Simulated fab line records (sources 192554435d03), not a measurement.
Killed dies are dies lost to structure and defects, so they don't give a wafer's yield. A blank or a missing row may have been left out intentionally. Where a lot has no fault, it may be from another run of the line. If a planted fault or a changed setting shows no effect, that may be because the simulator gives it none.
Commonality check across tools || flow n5-finfet || Sampled: 8 lots, 24 wafers

== THE REASON FOR OPENING IT ==
N5_BEOL_M4_RC_MEAS_101, reading IOFF_N: flagged on 2 of 8 lots. No-fault wafers: 0.163 nA/um, standard deviation 0.024.
Rule: flag the lot when none of its wafers has a number, or when each of its wafers that has one lies beyond 4 standard deviations from that mean. The rest of the lots are taken to be sound.

{"lot": "L508", "measured": "day 8 07:10", "on": "prober-01", "IOFF_N (nA/um), wafer by wafer": "0.170 0.169 0.181", "flag": ""}
{"lot": "L514", "measured": "day 9 20:26", "on": "prober-02", "IOFF_N (nA/um), wafer by wafer": "0.169 0.145 0.174", "flag": ""}
{"lot": "L515", "measured": "day 10 09:15", "on": "prober-01", "IOFF_N (nA/um), wafer by wafer": "0.159 0.137 0.145", "flag": ""}
{"lot": "L520", "measured": "day 11 17:55", "on": "prober-01", "IOFF_N (nA/um), wafer by wafer": "0.614 0.653 0.913", "flag": "FLAGGED"}
{"lot": "L522", "measured": "day 11 21:12", "on": "prober-02", "IOFF_N (nA/um), wafer by wafer": "0.174 0.124 0.138", "flag": ""}
{"lot": "L523", "measured": "day 12 02:36", "on": "prober-01", "IOFF_N (nA/um), wafer by wafer": "0.175 0.147 0.153", "flag": ""}
{"lot": "L526", "measured": "day 12 22:25", "on": "prober-01", "IOFF_N (nA/um), wafer by wafer": "1.243 0.897 0.794", "flag": "FLAGGED"}
{"lot": "L529", "measured": "day 13 18:05", "on": "prober-01", "IOFF_N (nA/um), wafer by wafer": "0.158 0.217 0.146", "flag": ""}
On average the flagged lots' numbers are 0.852 nA/um, which is +0.689 nA/um against the usual, or +29 standard deviations.

== WHICH TOOL EACH LOT WENT THROUGH ==
Before the reading, the record contains 3 process steps out of a 1938-step route. Each cell gives the tool, then ch followed by the chambers the sampled wafers passed through, then the start.
{"lot": "L508", "flag": "", "N5_SD_EPI_P_DESCUM_14": "rie-diel-01 ch 0,2, day 3 16:21", "N5_SD_ACTIVATION_RTA_00": "rtp-anneal-02 ch 0, day 3 20:56", "N5_ILD0_CMP_07": "cmp-02 ch 2,3, day 4 00:23"}
{"lot": "L514", "flag": "", "N5_SD_EPI_P_DESCUM_14": "rie-diel-02 ch 0,2, day 5 08:17", "N5_SD_ACTIVATION_RTA_00": "rtp-anneal-01 ch 0, day 5 14:01", "N5_ILD0_CMP_07": "cmp-02 ch 0,2,3, day 5 17:27"}
{"lot": "L515", "flag": "", "N5_SD_EPI_P_DESCUM_14": "rie-diel-01 ch 1,2,3, day 5 14:16", "N5_SD_ACTIVATION_RTA_00": "rtp-anneal-01 ch 0, day 5 18:06", "N5_ILD0_CMP_07": "cmp-02 ch 1,2, day 5 21:31"}
{"lot": "L520", "flag": "FLAGGED", "N5_SD_EPI_P_DESCUM_14": "rie-diel-01 ch 0,1, day 6 17:02", "N5_SD_ACTIVATION_RTA_00": "rtp-anneal-01 ch 0, day 6 21:37", "N5_ILD0_CMP_07": "cmp-03 ch 0,2,3, day 7 01:05"}
{"lot": "L522", "flag": "", "N5_SD_EPI_P_DESCUM_14": "rie-diel-02 ch 0,3, day 7 05:10", "N5_SD_ACTIVATION_RTA_00": "rtp-anneal-02 ch 0, day 7 09:06", "N5_ILD0_CMP_07": "cmp-02 ch 1,2,3, day 7 12:50"}
{"lot": "L523", "flag": "", "N5_SD_EPI_P_DESCUM_14": "rie-diel-05 ch 0,1,3, day 7 11:50", "N5_SD_ACTIVATION_RTA_00": "rtp-anneal-02 ch 0, day 7 15:35", "N5_ILD0_CMP_07": "cmp-03 ch 0,1,3, day 7 19:05"}
{"lot": "L526", "flag": "FLAGGED", "N5_SD_EPI_P_DESCUM_14": "rie-diel-02 ch 0,1,2, day 8 04:23", "N5_SD_ACTIVATION_RTA_00": "rtp-anneal-01 ch 0, day 8 08:08", "N5_ILD0_CMP_07": "cmp-03 ch 0,1,2, day 8 12:49"}
{"lot": "L529", "flag": "", "N5_SD_EPI_P_DESCUM_14": "rie-diel-05 ch 0,2, day 9 04:12", "N5_SD_ACTIVATION_RTA_00": "rtp-anneal-02 ch 0, day 9 07:59", "N5_ILD0_CMP_07": "cmp-01 ch 0,2, day 9 13:24"}
What these steps do:
- N5_SD_EPI_P_DESCUM_14: chemistry O2, time 7.9 s.
- N5_SD_ACTIVATION_RTA_00: time 0 s.
- N5_ILD0_CMP_07: polishes SiO2 flowable, stops on poly-Si, t overpolish 1.18 s, target thk 138.88 nm.
- N5_BEOL_M4_RC_MEAS_101

== FLAGGED AGAINST TOTAL, ONE TOOL AT A TIME (gauges that did the reading follow at the end) ==
{"step": "N5_SD_EPI_P_DESCUM_14", "tool": "rie-diel-01", "lots run": 3, "flagged": 1, "share of the flagged lots": "some", "sound lots run after its first flagged lot": 0}
{"step": "N5_SD_EPI_P_DESCUM_14", "tool": "rie-diel-02", "lots run": 3, "flagged": 1, "share of the flagged lots": "some", "sound lots run after its first flagged lot": 0}
{"step": "N5_SD_EPI_P_DESCUM_14", "tool": "rie-diel-05", "lots run": 2, "flagged": 0, "share of the flagged lots": "none", "sound lots run after its first flagged lot": "-"}
{"step": "N5_SD_ACTIVATION_RTA_00", "tool": "rtp-anneal-01", "lots run": 4, "flagged": 2, "share of the flagged lots": "all", "sound lots run after its first flagged lot": 0}
{"step": "N5_SD_ACTIVATION_RTA_00", "tool": "rtp-anneal-02", "lots run": 4, "flagged": 0, "share of the flagged lots": "none", "sound lots run after its first flagged lot": "-"}
{"step": "N5_ILD0_CMP_07", "tool": "cmp-01", "lots run": 1, "flagged": 0, "share of the flagged lots": "none", "sound lots run after its first flagged lot": "-"}
{"step": "N5_ILD0_CMP_07", "tool": "cmp-02", "lots run": 4, "flagged": 0, "share of the flagged lots": "none", "sound lots run after its first flagged lot": "-"}
{"step": "N5_ILD0_CMP_07", "tool": "cmp-03", "lots run": 3, "flagged": 2, "share of the flagged lots": "all", "sound lots run after its first flagged lot": "1 (L523)"}
{"step": "N5_BEOL_M4_RC_MEAS_101", "tool": "prober-01", "lots run": 6, "flagged": 2, "share of the flagged lots": "all", "sound lots run after its first flagged lot": "2 (L523,L529)"}
{"step": "N5_BEOL_M4_RC_MEAS_101", "tool": "prober-02", "lots run": 2, "flagged": 0, "share of the flagged lots": "none", "sound lots run after its first flagged lot": "-"}

== WHAT THE TABLE ALLOWS ==
Rows of the table that ran every flagged lot, 3 in all: rtp-anneal-01 at N5_SD_ACTIVATION_RTA_00, cmp-03 at N5_ILD0_CMP_07, prober-01 at N5_BEOL_M4_RC_MEAS_101.
- rtp-anneal-01 at N5_SD_ACTIVATION_RTA_00: 2 of its 4 lots flagged. It ran its last sound lot, L515, at day 5 18:06 and its first flagged lot, L520, at day 6 21:37: a fault with its onset between the two fits. Its own readings lie more than 4 standard deviations out on every wafer of the flagged lots: lamp-power-pct, lamp_zone_1_pct, lamp_zone_2_pct, lamp_zone_3_pct, lamp_zone_4_pct, lamp_zone_5_pct, lamp_zone_6_pct, lamp_zone_7_pct.
- cmp-03 at N5_ILD0_CMP_07: 2 of its 3 lots flagged. Lots that were sound ran on it after the first flagged one (L523); a persistent fault on the entire tool would not allow that.
- prober-01 at N5_BEOL_M4_RC_MEAS_101: 2 of its 6 lots flagged. Lots that were sound ran on it after the first flagged one (L523, L529); a persistent fault on the entire tool would not allow that.
Just one tool remains: rtp-anneal-01 at N5_SD_ACTIVATION_RTA_00.

== WHAT THE SIMULATOR HAD PUT IN ==
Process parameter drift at N5_SD_ACTIVATION_RTA_00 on rtp-anneal-01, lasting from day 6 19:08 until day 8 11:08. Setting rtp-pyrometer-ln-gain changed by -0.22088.
Struck lots among those shown: L520, L526. The rule given above showed the same thing.
